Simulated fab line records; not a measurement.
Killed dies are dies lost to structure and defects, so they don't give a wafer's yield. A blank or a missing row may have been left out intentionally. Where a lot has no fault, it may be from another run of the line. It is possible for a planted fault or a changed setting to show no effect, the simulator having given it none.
Comparing a struck lot with a sound one :: flow n5_finfet :: 25 steps out of a route of 1938
Sound: the wafers L368.2, L368.4, L368.6. Struck: wafer L378.2. (L378.5 of the same lot was not struck and is left out.) The cause comes at the end.
At each step with rows: each side's tool, then ch and its chambers, then its first start. Under that, the readings that differ: sound wafers :: struck wafers :: difference of the means :: sigmas: that difference in standard deviations of wafers without a fault.
alike: words and numbers the same on both sides, and readings whose means are apart by under 2 such deviations; not compared: readings that were withheld, readings missing a value for some wafer, numbers with overlapping values and no deviation given by the record, and bounds like >300 which may hide the same value.
Wherever a step has rows on one side only, a row that says differs or no value, or a row with sigmas, the two part there. Numbers that don't overlap but have no deviation are shown without sigmas and don't part them. Lack of a reading on every wafer of one side parts them only where that side has two or more wafers.

N5_BEOL_M7_RS_MEAS_57: the measuring method here is four-point-probe.
  struck on film_metro-02, day 11 22:46; sound on film_metro-01, day 8 12:20
reading: M7_RS (ohm/sq)
sound: 0.280 0.292 0.278
struck: 0.300
difference: +0.017
sigmas: +2
N5_BEOL_M7_INSPECT_58: inspects for defects (darkfield).
  struck on defect_inspect-01, day 11 22:47; sound on defect_inspect-01, day 8 12:21
  alike: raw_defect_count
then, 1 step without rows for these wafers: N5_BEOL_M8_ILD_DEP_00 (deposits SiCOH lowk from DEMS/porogen, target thk 179.75 nm, time 33.4 s).
N5_BEOL_M8_CURE_74: cures SiCOH lowk, time 240 s.
  sound on uv_cure-02 ch 1, day 8 12:34; struck on uv_cure-02 ch 2, day 11 22:58
  alike: lamp_power_pct, wafer_temp_C_max
N5_BEOL_M8_THK_MEAS_01:
  struck on film_metro-02, day 11 23:24; sound on film_metro-02, day 8 12:59
  alike: M8_ILD_THK
N5_BEOL_M8_PECVD_70: deposits SiO2 from TEOS/O2, target thk 20 nm, time 22.7 s.
  sound on pecvd-03 ch 0, day 8 13:02; struck on pecvd-04 ch 2, day 11 23:26
  alike: heater_power_w, showerhead_plenum_p_Torr, showerhead_vpp_V, throttle_valve_pct
N5_BEOL_M8_HM_DEP_02: deposits TiN, target thk 20 nm.
  struck on pvd_sputter-02, day 12 01:05; sound on pvd_sputter-02, day 8 13:12
  alike: chamber_pressure_pa, substrate_temp_c, throttle_valve_pct
then, 5 steps without rows for these wafers: N5_BEOL_M8_COAT_59 (time 60 s, resist thk 100 nm); N5_BEOL_M8_COAT_60 (time 60 s, resist thk 35 nm); N5_BEOL_M8_COAT_05 (resist thk 90 nm); N5_BEOL_M8_EBR_07; N5_BEOL_M8_SOFTBAKE_06 (time 60 s).
N5_BEOL_M8_EXPOSE_08: exposes mask M8.
  sound on arfi_scanner-03 ch 0, day 8 13:35; struck on arfi_scanner-03 ch 0, day 12 01:20
  alike: mask
then, 2 steps without rows for these wafers: N5_BEOL_M8_PEB_09 (peb time 60 s); N5_BEOL_M8_DEVELOP_10 (develop time 30 s).
N5_BEOL_M8_CD_MEAS_11 targets a cd of 38.5 nm.
  sound on cd_sem-01 ch 0, day 8 13:42; struck on cd_sem-01 ch 0, day 12 01:28
  alike: cd_nm
N5_BEOL_M8_OVL_MEAS_12:
  sound on overlay-02 ch 0, day 8 13:44; struck on overlay-02 ch 0, day 12 01:29
  alike: M8_OVL
N5_BEOL_M8_INSPECT_13: inspects for defects (brightfield).
  struck on defect_inspect-01, day 12 01:31; sound on defect_inspect-01, day 8 13:46
  alike: raw_defect_count
N5_BEOL_M8_DESCUM_16: chemistry O2, time 7.9 s.
  sound on rie_diel-01 ch 0,1, day 8 13:53; struck on rie_diel-03 ch 3, day 12 01:33
  alike: drypump_motor_current_A, o2_flow_sccm, oes_product_au, rf_vpp_V, showerhead_plenum_p_Torr, temp_c, throttle_valve_pct
  not compared: rf_hours_counter_h
N5_BEOL_M8_ETCH_61: etches SiARC in CF4, target depth 45.5 nm, time 75.8 s.
  sound on rie_diel-01 ch 0,1, day 8 13:56; struck on rie_diel-03 ch 3, day 12 01:35
reading: model.BEOL_M8.cd_offset_nm (nm)
sound: -0.6 -0.4 -0.2
struck: -1
difference: -1
sigmas: 
  alike: cf4_flow_sccm, drypump_motor_current_A, etch_rf_on_time_s, oes_product_au, rf_vpp_V, showerhead_plenum_p_Torr, throttle_valve_pct
  not compared: rf_hours_counter_h
then, 2 steps without rows for these wafers: N5_BEOL_M8_ETCH_62 (etches SOC in N2/H2, target depth 110 nm, overetch 22 nm, time 165 s); N5_BEOL_M8_STRIP_68 (strips in N2/H2).
N5_BEOL_M8_STRIP_67: strips in CF4.
  sound on rie_diel-01 ch 0,1, day 8 14:08; struck on rie_diel-03 ch 3, day 12 01:47
  alike: cf4_flow_sccm, drypump_motor_current_A, oes_product_au, rf_vpp_V, showerhead_plenum_p_Torr, throttle_valve_pct
  not compared: rf_hours_counter_h
N5_BEOL_M8_HM_OPEN_17: chemistry Cl2/BCl3, target TiN, target depth 20 nm, overetch 6 nm.
  sound on rie_metal-03 ch 0,1, day 8 14:10; struck on rie_metal-01 ch 1, day 12 01:50
reading: drypump_motor_current_A (A)
sound: 6.0 6.5 6.5
struck: 5.3
difference: -1.0
sigmas: -3
  alike: oes_product_au, throttle_valve_pct
  not compared: rf_hours_counter_h, model.BEOL_M8.cd_offset_nm
then, 1 step without rows for these wafers: N5_BEOL_M8_STRIP_19 (strips in O2).

WHERE THEY PART
At N5_BEOL_M7_RS_MEAS_57 first; at N5_BEOL_M8_HM_OPEN_17 last (within this record only).

WHY: whatever the simulator had introduced
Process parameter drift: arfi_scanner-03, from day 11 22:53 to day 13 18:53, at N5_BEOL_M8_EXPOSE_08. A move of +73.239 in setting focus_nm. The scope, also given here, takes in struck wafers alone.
